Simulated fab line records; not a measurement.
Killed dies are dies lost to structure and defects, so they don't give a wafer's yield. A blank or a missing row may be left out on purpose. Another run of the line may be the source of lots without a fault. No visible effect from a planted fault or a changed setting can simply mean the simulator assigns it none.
Matching of chambers | flow n5 finfet | cvd co-02 running N5_MOL_CONTACT_COAG_CO_FILL_22: 3 sister chambers
The step material Co, precursor CCTBA/H2, target thk 20 nm. 6 wafers are shown with their chamber, then 8 later ones without.

== EACH WAFER AND ITS CHAMBER ==
wafer  | chamber | heater power w (W)
L902.5 | 2       | 244
L902.6 | 1       | 224
L903.1 | 1       | 224
L903.3 | 2       | 240
L903.4 | 0       | 235
L904.1 | 0       | 233

== WAFERS WITHOUT THEIR CHAMBER ==
wafer  | heater power w (W)
L904.2 | 225
L904.6 | 243
L907.3 | 240
L907.4 | 236
L907.5 | 223
L908.1 | 237
L908.2 | 223
L908.6 | 243

== WHICH CHAMBER EACH WENT THROUGH ==
wafer  | from the rows above     | in truth
L904.2 | 1                       | 1
L904.6 | 2                       | 2
L907.3 | 2                       | 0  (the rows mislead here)
L907.4 | 0                       | 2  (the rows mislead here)
L907.5 | 1                       | 1
L908.1 | can't be placed: 0 or 2 | 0
L908.2 | 1                       | 1
L908.6 | 2                       | 2
Correctly placed: 5 of 8. These rows do not allow placing 1 (true chamber among the candidates in 1). Number placed wrongly: 2.
How it was worked out, from the rows above alone: a wafer's distance from a chamber is the root of the sum, over the readings, of the square of ((its reading less the chamber's mean) divided by the reading's scatter). If the next closest chamber is less than 2 further off than the closest, the wafer can't be placed; otherwise it belongs to the closest. A chamber's mean is the mean of its shown wafers. The scatter: the root of (the sum of the squares of (reading less its chamber's mean) over the shown wafers, divided by (wafers less chambers)).
